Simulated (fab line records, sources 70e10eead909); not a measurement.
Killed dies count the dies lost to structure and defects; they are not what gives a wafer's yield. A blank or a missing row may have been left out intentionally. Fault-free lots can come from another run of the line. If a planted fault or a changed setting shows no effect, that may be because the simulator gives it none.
One fault seen from 2 desks / flow nand harc / every desk sees just its own numbers, and what lay behind them comes last

METROLOGY DESK
Lot by lot, what the gauges showed, no matter which tool ran the lot: averages of those sampled wafers that carry a number. If a lot's mean is further than 4 standard deviations from the usual mean, the lot is out of limits and carries the mark OUT (the distance appears in the brackets).
Columns: A = cd nm at NHARC_A_BONDPAD_CD_MEAS_09, usual 500.0 nm; B = overlay x nm at NHARC_A_BONDPAD_OVL_MEAS_35, usual -3 nm; C = overlay y nm at NHARC_A_BONDPAD_OVL_MEAS_35, usual -1 nm; D = cd nm at NHARC_A_BONDPAD_CD_MEAS_13, usual 499.4 nm
lot=L362; first seen here=day 24 17:09; A=501.3; B=10; C=-1; D=501.3
lot=L367; first seen here=day 25 13:16; A=501.9; B=-7; C=-6; D=501.4
lot=L377; first seen here=day 31 07:56; A=502.6; B=2; C=0; D=501.6
lot=L379; first seen here=day 31 16:42; A=503.0; B=-8; C=-3; D=502.1
lot=L380; first seen here=day 31 22:34; A=499.3; B=-2; C=-3; D=497.8
Finding of this desk: none of the 5 lots has anything out of limits.

THE TOOL OWNER'S DESK: rie diel-13
The tool's own readings at NHARC_A_BONDPAD_ETCH_12 (etches the open film in CHF3/O2, target depth 220 nm, time 110 s): means of the sampled wafers that have a number, for each lot that ran on this tool. If a lot's mean is further than 4 standard deviations from the usual mean, the lot is out of limits and carries the mark OUT (the distance appears in the brackets). Readings shown: 7 out of 8 (the first out of limits, and those lying furthest out on some lot).
Columns: A = chf3 flow sccm at NHARC_A_BONDPAD_ETCH_12, usual 50.00 sccm; B = drypump motor current A at NHARC_A_BONDPAD_ETCH_12, usual 5.9 A; C = mfc ar sccm at NHARC_A_BONDPAD_ETCH_12, usual 200.0 sccm; D = oes product au at NHARC_A_BONDPAD_ETCH_12, usual 0.953 a.u.; E = run length s at NHARC_A_BONDPAD_ETCH_12, usual 131.3 s; F = showerhead plenum p Torr at NHARC_A_BONDPAD_ETCH_12, usual 2.32 Torr; G = throttle valve pct at NHARC_A_BONDPAD_ETCH_12, usual 20.573 %
lot=L362; first seen here=day 24 17:34; A=49.88; B=6.3; C=200.2; D=0.954; E=131.2; F=2.32; G=20.580
lot=L367; first seen here=day 25 13:39; A=49.97; B=5.7; C=199.5; D=0.914; E=127.0 (-10) OUT; F=2.27; G=20.570
lot=L379; first seen here=day 31 17:05; A=49.98; B=6.1; C=200.2; D=0.937; E=131.5; F=2.27; G=20.576
Finding of this desk: L367 out of limits; the first was L367 at day 25 13:39, on run length s at NHARC_A_BONDPAD_ETCH_12. Within limits: L362, L379.

BROUGHT TOGETHER
The tool owner's desk had the chance to raise an alarm at day 25 13:39 on L367.
The metrology desk saw nothing out of limits.
The metrology desk has L367 on record, within its limits.
On rie diel-13, each named lot ran NHARC_A_BONDPAD_ETCH_12.

WHAT WAS PUT IN BY THE SIMULATOR
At NHARC_A_BONDPAD_ETCH_12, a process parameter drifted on rie diel-13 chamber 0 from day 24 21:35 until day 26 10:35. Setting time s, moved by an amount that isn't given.
Struck lots among those shown: L367.
Hours from the fault's start to each desk's first reading out of limits: the tool owner's desk, 16.
